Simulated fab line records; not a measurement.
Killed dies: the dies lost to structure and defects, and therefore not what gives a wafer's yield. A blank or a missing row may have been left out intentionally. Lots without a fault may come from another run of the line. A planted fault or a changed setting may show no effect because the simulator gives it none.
Shared-tool check + flow nand harc + Lots sampled 12, wafers sampled 36

== REASON FOR OPENING ==
At NHARC_END_SORT_01 the reading killed at periphery is flagged on 1 of 12 lots. Fault-free wafers read 3.6, with a standard deviation of 2.1.
Rule: flag the lot when none of its wafers has a number, or when each of its wafers that has one lies beyond 4 standard deviations from that mean. As for the other lots, they are considered sound.

| lot  | measured     | on        | killed at periphery, wafer by wafer | flag    |
|------|--------------|-----------|-------------------------------------|---------|
| L473 | day 25 02:53 | prober-01 | 630 648 632                         | FLAGGED |
| L474 | day 26 03:07 | prober-02 | 4 5 5                               |         |
| L482 | day 29 14:55 | prober-01 | 7 8 5                               |         |
| L483 | day 30 00:46 | prober-02 | 1 0 1                               |         |
| L485 | day 30 14:54 | prober-01 | 5 6 6                               |         |
| L484 | day 30 14:57 | prober-02 | 2 1 4                               |         |
| L487 | day 31 02:09 | prober-02 | 8 2 1                               |         |
| L486 | day 31 03:02 | prober-01 | 10 6 5                              |         |
| L490 | day 33 05:17 | prober-02 | 5 4 4                               |         |
| L489 | day 33 05:29 | prober-01 | 4 8 2                               |         |
| L492 | day 34 07:01 | prober-01 | 0 3 5                               |         |
| L493 | day 34 07:03 | prober-02 | 3 2 3                               |         |
The numbers of the flagged lots are 636.7 on average: +633.1 against the usual, or +99 or more standard deviations.

== TOOL THAT RAN EACH LOT ==
Before the reading, the record contains 2 process steps out of a 1302-step route. Read each cell as the tool, then ch plus the chambers that the sampled wafers visited, then the start.
| lot  | flag    | NHARC_P_GATE_STRIP_101             | NHARC_P_GATE_EXPOSE_43            |
|------|---------|------------------------------------|-----------------------------------|
| L473 | FLAGGED | rie diel-08 ch 0,1,3, day 6 19:19  | krf scanner-02 ch 0, day 6 20:05  |
| L474 |         | rie diel-07 ch 0,2,3, day 7 01:08  | krf scanner-02 ch 0, day 7 01:47  |
| L482 |         | rie diel-05 ch 1,3, day 10 10:27   | krf scanner-04 ch 0, day 10 11:13 |
| L483 |         | rie diel-08 ch 0,2,3, day 10 21:38 | krf scanner-03 ch 0, day 10 22:25 |
| L485 |         | rie diel-07 ch 0,2, day 11 17:10   | krf scanner-04 ch 0, day 11 17:56 |
| L484 |         | rie diel-08 ch 0,1,2, day 11 17:58 | krf scanner-02 ch 0, day 11 18:43 |
| L487 |         | rie diel-08 ch 1,2,3, day 12 18:53 | krf scanner-04 ch 0, day 12 19:39 |
| L486 |         | rie diel-05 ch 0,3, day 12 15:08   | krf scanner-02 ch 0, day 12 15:46 |
| L490 |         | rie diel-08 ch 0,1,2, day 13 20:43 | krf scanner-04 ch 0, day 13 21:22 |
| L489 |         | rie diel-07 ch 1,2,3, day 13 21:38 | krf scanner-03 ch 0, day 13 22:26 |
| L492 |         | rie diel-05 ch 0,2, day 14 22:49   | krf scanner-03 ch 0, day 14 23:28 |
| L493 |         | rie diel-07 ch 1,2, day 15 12:13   | krf scanner-03 ch 0, day 15 12:50 |
What the steps here do:
- NHARC_P_GATE_STRIP_101: strips in O2, time 20 s.
- NHARC_P_GATE_EXPOSE_43: exposes mask P NSD, target cd 720 nm.
- NHARC_END_SORT_01

== FLAGGED AGAINST TOTAL, ONE TOOL AT A TIME (gauges that did the reading follow at the end) ==
| step                   | tool           | lots run | flagged | share of the flagged lots | sound lots run after its first flagged lot |
|------------------------|----------------|----------|---------|---------------------------|--------------------------------------------|
| NHARC_P_GATE_STRIP_101 | rie diel-05    | 3        | 0       | none                      | -                                          |
| NHARC_P_GATE_STRIP_101 | rie diel-07    | 4        | 0       | none                      | -                                          |
| NHARC_P_GATE_STRIP_101 | rie diel-08    | 5        | 1       | all                       | 4 (L483,L484,L487,L490)                    |
| NHARC_P_GATE_EXPOSE_43 | krf scanner-02 | 4        | 1       | all                       | 3 (L474,L484,L486)                         |
| NHARC_P_GATE_EXPOSE_43 | krf scanner-03 | 4        | 0       | none                      | -                                          |
| NHARC_P_GATE_EXPOSE_43 | krf scanner-04 | 4        | 0       | none                      | -                                          |
| NHARC_END_SORT_01      | prober-01      | 6        | 1       | all                       | 5 (L482,L485,L486,L489,L492)               |
| NHARC_END_SORT_01      | prober-02      | 6        | 0       | none                      | -                                          |

== WHAT IS ALLOWED BY THE TABLE ==
Every flagged lot was run by 3 rows of the table: rie diel-08 at NHARC_P_GATE_STRIP_101, krf scanner-02 at NHARC_P_GATE_EXPOSE_43 and prober-01 at NHARC_END_SORT_01.
- rie diel-08 at NHARC_P_GATE_STRIP_101 ran 5 lots, 1 of them flagged. Lots that were sound ran on it after the first flagged one (L483, L484, L487, L490); a persistent fault on the entire tool would not allow that.
- krf scanner-02 at NHARC_P_GATE_EXPOSE_43 ran 4 lots, 1 of them flagged. Lots that were sound ran on it after the first flagged one (L474, L484, L486); a persistent fault on the entire tool would not allow that.
- prober-01 at NHARC_END_SORT_01 ran 6 lots, 1 of them flagged. Lots that were sound ran on it after the first flagged one (L482, L485, L486, L489, L492); a persistent fault on the entire tool would not allow that.
Every row of the table either missed a flagged lot or ran a sound lot after the first.

== WHAT WAS PUT IN BY THE SIMULATOR ==
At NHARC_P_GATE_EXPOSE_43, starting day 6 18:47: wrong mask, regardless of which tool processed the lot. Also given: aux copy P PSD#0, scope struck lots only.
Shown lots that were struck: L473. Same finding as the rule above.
